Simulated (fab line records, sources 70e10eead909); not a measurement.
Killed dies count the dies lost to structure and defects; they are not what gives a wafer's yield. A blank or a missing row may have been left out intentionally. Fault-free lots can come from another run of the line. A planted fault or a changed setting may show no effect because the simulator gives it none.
fab line records | flow nand-harc
[record] lots = 12 wafers = 36 last-day = 34
route steps=1302 shown P_STI@85 P_GATE@172 END@1302
lots with no fault: from the same line, run without faults
start-h: hours from the record's opening day to when the first of the lot's shown wafers began | wait-h: hours since the lot's step before | " same as the row above | L1.1+2: several wafers, shown together as one row | - no value, or no start given | * or withheld: withheld | < > ~ a bound
route shown NAME@n: a module of which the file shows steps, and the number in the route of the first | usual: average and standard deviation across the fault-free wafers | same: alike in all rows | chamber/n: place in a boat | sites: per-site readings | _std_site: standard deviation across them | _edge_site: outer sites' mean less inner sites' | radius-mm: how far each site lies from the wafer's centre | mask NAME#n: copy n | behind: the last tool/chamber to shape the wafer | hold: what put the lot on hold/how long, in hours/how the hold closed | device: transistor that didn't switch, given as n, p or np | end of line: the same wafers' tests at the end of the route | where a step has no rows: the recipe by itself | killed: the dies lost at the first sort to structure and to defects; this is not the yield of the wafer | map: the dies of a wafer, with x for killed, . for not killed, _ for no die there
set.NAME: the setting as run; set.NAME@STEP: as run at that earlier step | model.NAME: the simulator's own value behind a step, which no gauge read
steps of the route over a sample of lots; a table a step, a row a wafer
services: a tool's chamber out of use, with start hour (start-h, from the record's first day; less than 0 if before it), hours out, and reason
[[steps]]
[step NHARC_P_STI_INSPECT_11]
[usual] raw-defect-count = 5.6/2.4
// columns lot.wafer tool chamber start-h wait-h raw-defect-count
L119.1 defect-inspect-01 - 64.69 0.0 5
L119.2 " - " " 8
L119.4 " - " " 8
L120.2 defect-inspect-01 - 75.29 0.0 4
L120.4 " - " " 7
L120.6 " - " " 5
L121.2 defect-inspect-01 - 85.58 0.0 5
L121.3 " - " " 6
L121.6 " - " " 12
L123.3 defect-inspect-02 - 106.35 0.0 2
L123.4 " - " " 2
L123.6 " - " " 7
L125.2 defect-inspect-02 - 128.65 0.0 2
L125.5 " - " " 5
L125.6 " - " " 6
L126.1 defect-inspect-02 - 139.54 0.0 2
L126.4 " - " " 4
L126.6 " - " " 3
L127.4 defect-inspect-02 - 147.82 0.0 6
L127.5 " - " " 8
L127.6 " - " " 2
L134.2 defect-inspect-01 - 214.91 0.0 8
L134.3 " - " " 3
L134.6 " - " " 5
L135.1 defect-inspect-01 - 224.76 0.0 10
L135.2 " - " " 5
L135.6 " - " " 8
L136.2 defect-inspect-01 - 233.42 0.0 7
L136.3 " - " " 4
L136.4 " - " " 6
L139.1 defect-inspect-01 - 267.27 0.0 6
L139.3 " - " " 5
L139.4 " - " " 4
L140.2 defect-inspect-02 - 278.12 0.0 7
L140.5 " - " " 5
L140.6 " - " " 4
[step NHARC_P_STI_ETCH_42]
[recipe] target-depth-a = 800 overetch-a = 240 time-s = 61 ion-energy-ev = 200 n2-flow-sccm = 150 h2-flow-sccm = 150 ar-flow-sccm = 0 rf-w = 400 bias-w = 150 chemistry = N2/H2
[usual] drypump-motor-current-A = 5.9/0.43 h2-flow-sccm = 150.0/0.52 oes-product-au = 1.000/0.01 rf-vpp-V = 432.1/2 run-length-s = 82.4/0.63 showerhead-plenum-p-Torr = 2.09/0.071 throttle-valve-pct = 14.171/0.0092
// columns lot.wafer tool chamber start-h wait-h drypump-motor-current-A h2-flow-sccm oes-product-au rf-hours-counter-h rf-vpp-V run-length-s showerhead-plenum-p-Torr throttle-valve-pct
L119.2 rie-diel-10 3 64.94 0.1 5.4 149.2 1.006 12 432.6 82.2 2.16 14.174
L119.1 " 0 " " 6.5 149.5 1.009 13 430.3 82.6 2.00 14.159
L119.4 " 3 " " 5.4 148.8 0.996 - 433.4 82.0 2.16 14.189
L120.4 rie-diel-10 2 75.51 0.1 5.6 149.3 1.001 0 432.2 81.6 2.13 14.154
L120.2 " 0 " " 6.5 149.9 0.995 0 429.6 82.8 2.00 14.166
L120.6 " 3 " " 5.4 150.5 1.008 - 432.5 82.6 2.16 14.183
L121.3 rie-diel-06 1 85.82 0.1 6.2 149.1 1.011 5 432.8 81.8 2.12 14.166
L121.2 " 3 " " 5.8 149.7 1.001 5 432.4 83.1 2.10 14.152
L121.6 " 3 " " 5.8 149.9 0.992 - 431.7 83.2 2.10 14.171
L123.3 rie-diel-06 0 106.57 0.1 6.3 150.3 1.014 7 432.0 83.0 2.11 14.179
L123.4 " 2 " " 5.2 149.6 1.013 6 433.3 81.2 2.12 14.181
L123.6 " 0 " " 6.3 149.7 1.022 - 431.4 83.1 2.11 14.177
L125.2 rie-diel-06 1 128.89 0.1 6.2 150.3 1.002 8 432.1 82.4 2.12 14.155
L125.6 " 1 " " 6.2 150.2 1.003 - 432.3 81.7 2.12 14.174
L125.5 " 2 " " 5.2 150.6 1.005 - 433.6 66.5 2.12 14.164
L126.1 rie-diel-06 1 139.76 0.1 6.2 150.2 1.005 0 432.8 81.8 2.12 14.169
L126.4 " 2 " " 5.2 149.7 0.995 0 432.4 66.9 2.12 14.161
L126.6 " 2 " " 5.2 149.9 1.006 - 434.0 66.4 2.12 14.170
L127.4 rie-diel-06 2 148.04 0.1 5.2 150.0 0.994 1 433.9 66.4 2.12 14.195
L127.6 " 0 " " 6.3 150.4 1.018 - 433.1 82.9 2.11 14.167
L127.5 " 1 " " 6.2 150.6 1.002 - 431.3 81.7 2.12 14.166
L134.2 rie-diel-10 3 215.13 0.1 5.4 149.7 1.011 12 434.5 82.0 2.15 14.166
L134.3 " 2 " " 5.7 149.6 0.991 12 432.4 81.9 2.12 14.179
L134.6 " 0 " " 6.5 150.3 1.004 - 428.2 82.4 2.00 14.176
L135.1 rie-diel-06 1 224.98 0.1 6.2 150.2 1.001 5 433.5 82.1 2.11 14.180
L135.2 " 2 " " 5.2 150.0 0.995 5 432.2 81.4 2.12 14.180
L135.6 " 2 " " 5.2 150.5 1.002 - 432.7 81.4 2.12 14.177
L136.4 rie-diel-10 3 233.64 0.1 5.4 150.6 0.996 13 432.6 82.7 2.15 14.182
L136.3 " 0 " " 6.5 150.1 0.999 13 428.2 82.9 2.00 14.177
L136.2 " 2 " " 5.6 150.0 0.982 13 432.4 82.0 2.12 14.172
L139.4 rie-diel-06 2 267.49 0.1 5.2 148.7 1.010 7 432.2 81.3 2.12 14.161
L139.3 " 0 " " 6.2 150.9 1.010 6 431.6 83.3 2.11 14.160
L139.1 " 1 " " 6.2 149.1 0.993 7 432.3 82.0 2.11 14.164
L140.2 rie-diel-06 3 278.36 0.1 5.7 149.5 0.984 6 432.2 82.8 2.10 14.168
L140.5 " 0 " " 6.3 150.4 1.000 - 432.0 83.5 2.11 14.188
L140.6 " 1 " " 6.2 149.3 0.999 - 433.4 81.9 2.11 14.165
[step NHARC_P_STI_OCD_MEAS_17]
[usual] trench-depth-nm = 301/4.1 trench-foot-cd-nm = 157.6/2.3
// columns lot.wafer tool chamber start-h wait-h trench-depth-nm trench-foot-cd-nm
L119.1 ocd-02 - 65.39 0.1 297 161.7
L119.2 " - " " 302 159.8
L119.4 " - " " 306 159.6
L120.2 ocd-01 - 75.98 0.1 303 156.5
L120.4 " - " " 306 156.3
L120.6 " - " " 292 160.0
L121.2 ocd-02 - 86.31 0.1 304 158.0
L121.3 " - " " 299 155.6
L121.6 " - " " 305 158.1
L123.3 ocd-01 - 107.04 0.1 306 152.9
L123.4 " - " " 306 160.3
L123.6 " - " " 297 158.9
L125.2 ocd-02 - 129.35 0.1 298 156.5
L125.5 " - " " 297 157.8
L125.6 " - " " 298 162.1
L126.1 ocd-02 - 140.20 0.1 303 155.8
L126.4 " - " " 306 157.8
L126.6 " - " " 301 158.6
L127.4 ocd-02 - 148.48 0.1 306 158.2
L127.5 " - " " 301 163.9
L127.6 " - " " 301 160.2
L134.2 ocd-01 - 215.61 0.1 305 157.9
L134.3 " - " " 297 161.3
L134.6 " - " " 300 158.2
L135.1 ocd-01 - 225.42 0.1 307 157.0
L135.2 " - " " 305 157.7
L135.6 " - " " 299 154.9
L136.2 ocd-02 - 234.09 0.1 297 156.8
L136.3 " - " " 296 157.1
L136.4 " - " " 294 159.2
L139.1 ocd-01 - 267.92 0.1 301 154.5
L139.3 " - " " 297 157.3
L139.4 " - " " 297 157.9
L140.2 ocd-02 - 278.79 0.1 297 155.1
L140.5 " - " " 300 158.1
L140.6 " - " " 298 157.1
[step NHARC_P_GATE_DESCUM_48]
[recipe] time-s = 3 o2-flow-sccm = 200 ar-flow-sccm = 0 bias-power-w = 0 chemistry = O2
[usual] drypump-motor-current-A = 5.5/0.35 oes-product-au = 1.005/0.0089 rf-vpp-V = 57.9/0.96 showerhead-plenum-p-Torr = 1.94/0.081 throttle-valve-pct = 11.312/0.0091
[same] time-s = 3
// columns lot.wafer tool chamber start-h wait-h drypump-motor-current-A oes-product-au rf-hours-counter-h rf-vpp-V showerhead-plenum-p-Torr throttle-valve-pct
L119.2 rie-diel-01 3 131.00 - 5.6 1.002 4.3 56.6 1.90 11.320
L119.4 " 0 " " 5.0 1.004 4.6 59.9 1.97 11.301
L119.1 " 1 " " 5.3 1.006 4.7 58.0 1.89 11.328
L120.4 rie-diel-08 2 139.29 - 5.3 0.993 4.9 57.6 1.98 11.295
L120.2 " 1 " " 5.1 1.013 5.2 58.0 1.86 11.322
L120.6 " 2 " " 5.3 1.005 - 59.1 1.98 11.310
L121.3 rie-diel-01 0 152.76 - 5.0 1.008 5.4 58.8 1.97 11.321
L121.2 " 1 " " 5.3 1.004 6.3 58.2 1.89 11.310
L121.6 " 0 " " 5.0 1.011 - 59.2 1.97 11.303
L123.4 rie-diel-08 1 170.29 - 5.1 1.009 7.4 56.8 1.86 11.294
L123.3 " 2 " " 5.3 0.999 7.4 57.7 1.98 11.309
L123.6 " 1 " " 5.1 1.007 - 57.0 1.86 11.309
L125.2 rie-diel-03 3 196.18 - 5.7 0.999 5.8 58.2 1.89 11.313
L125.5 " 3 " " 5.7 1.000 - 57.2 1.89 11.324
L125.6 " 0 " " 5.5 0.996 - 57.3 1.85 11.323
L126.1 rie-diel-03 2 206.25 - 6.0 1.016 5.7 57.5 2.06 11.305
L126.4 " 3 " " 5.7 1.001 5.9 58.0 1.89 11.312
L126.6 " 1 " " 6.0 0.996 - 58.6 2.00 11.323
L127.4 rie-diel-01 2 222.10 - 5.9 1.002 1.2 58.1 2.01 11.317
L127.5 " 1 " " 5.3 1.010 - 58.2 1.89 11.320
L127.6 " 2 " " 5.9 1.005 - 59.0 2.01 11.318
L134.3 rie-diel-01 3 283.16 - 5.6 0.991 3.4 58.6 1.89 11.312
L134.2 " 1 " " 5.3 1.006 3.3 57.2 1.89 11.313
L134.6 " 3 " " 5.6 0.996 - 57.0 1.89 11.295
L135.1 rie-diel-01 2 288.25 - 5.8 1.006 3.7 58.4 2.00 11.311
L135.2 " 0 " " 5.0 1.016 3.4 59.7 1.96 11.315
L135.6 " 2 " " 5.8 1.010 - 58.9 2.00 11.294
L136.4 rie-diel-08 1 299.15 - 5.1 1.021 8.6 58.4 1.86 11.304
L136.3 " 3 " " 6.0 0.994 5.6 56.9 2.03 11.299
L136.2 " 0 " " 5.5 1.017 6.9 57.3 1.79 11.315
L139.3 rie-diel-08 1 332.18 - 5.1 1.014 11.5 57.8 1.85 11.294
L139.4 " 2 " " 5.3 1.005 11.4 58.3 1.98 11.306
L139.1 " 3 " " 6.0 0.986 9.0 57.9 2.03 11.315
L140.2 rie-diel-01 3 348.34 - 5.6 0.996 6.0 57.6 1.89 11.310
L140.5 " 0 " " 5.0 1.007 - 58.3 1.96 11.320
L140.6 " 1 " " 5.3 1.015 - 55.9 1.89 11.309
[step NHARC_END_SORT_01]
[recipe] temp-c = 25
[usual] killed-at-array = 52/17 killed-at-other = 0.9/1.2 killed-at-periphery = 3.9/2.7 killed-dies = 57/16 killed-open = 3.3/1.9 killed-short = 2.5/1.5
[same] gross-dies = 677
// columns lot.wafer tool chamber start-h wait-h killed-at-array killed-at-other killed-at-periphery killed-dies killed-open killed-short
L127.4 prober-02 0 672.18 3.4 42 1 8 51 3 2
// killed by level:class
L127.4 A_SLIT:chamber-film-flake=25 A_CHANNEL_HOLE_D1:chamber-film-flake=4 A_M1:chamber-film-flake=4 P_GATE:chamber-film-flake=3 P_STI:chamber-film-flake=2 A_STAIRCASE:chamber-film-flake=2 P_GATE:geometric-particle:open=1 P_M0:geometric-particle:short=1
[[services]]
// columns tool chamber start-h hours kind
rie-diel-10 3 49.16 2.0 repair
rie-diel-01 2 51.97 2.8 repair
rie-diel-01 0 56.48 5.4 repair
rie-diel-08 - 62.08 0.8 repair
rie-diel-10 - 65.65 9.0 pm
rie-diel-06 2 84.06 2.9 repair
rie-diel-01 0 89.40 4.2 repair
rie-diel-10 1 101.33 2.2 repair
rie-diel-10 0 116.01 4.0 repair
rie-diel-01 3 124.37 6.5 repair
rie-diel-06 0 124.73 10.0 repair
rie-diel-06 - 130.20 9.0 pm
rie-diel-01 0 131.77 10.1 repair
rie-diel-01 - 138.17 1.8 repair
rie-diel-10 - 171.78 0.4 repair
rie-diel-08 1 178.56 8.2 repair
rie-diel-01 - 183.56 0.4 repair
rie-diel-08 - 190.80 9.0 pm
rie-diel-01 - 203.81 9.0 pm
rie-diel-06 - 210.26 0.9 repair
rie-diel-10 - 242.65 9.0 pm
rie-diel-08 - 244.33 0.6 repair
rie-diel-06 1 253.53 1.3 repair
rie-diel-06 - 307.20 9.0 pm
[[key]]
[first-sign] step = NHARC_P_STI_ETCH_42 reading = run-length-s direction = down sigmas = 25 usual = * struck = *
effect none on later readings
met-at NHARC_P_STI_ETCH_42
struck-lots L125,L126,L127
struck-wafers L125.5,L126.4,L126.6,L127.4
tester-left-out L125,L126,L127
not-acting-at NHARC_P_STI_INSPECT_11,NHARC_P_STI_OCD_MEAS_17,NHARC_P_GATE_DESCUM_48
onset-between 106.57 128.89
[fault] kind = process-parameter-drift tool = rie-diel-06 chamber = 2 onset-h = 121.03 steps = NHARC_P_STI_ETCH_42 channel = time-s offset = * shape = step end-h = 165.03 acts-in = * stated = *
// tester-left-out: of these lots the tester's yield and bins aren't shown, on N5 and GAA mostly nor the transistor test; their killed dies are dies lost to structure and defects alone, not to doping, threshold or leakage, so they don't give the yield
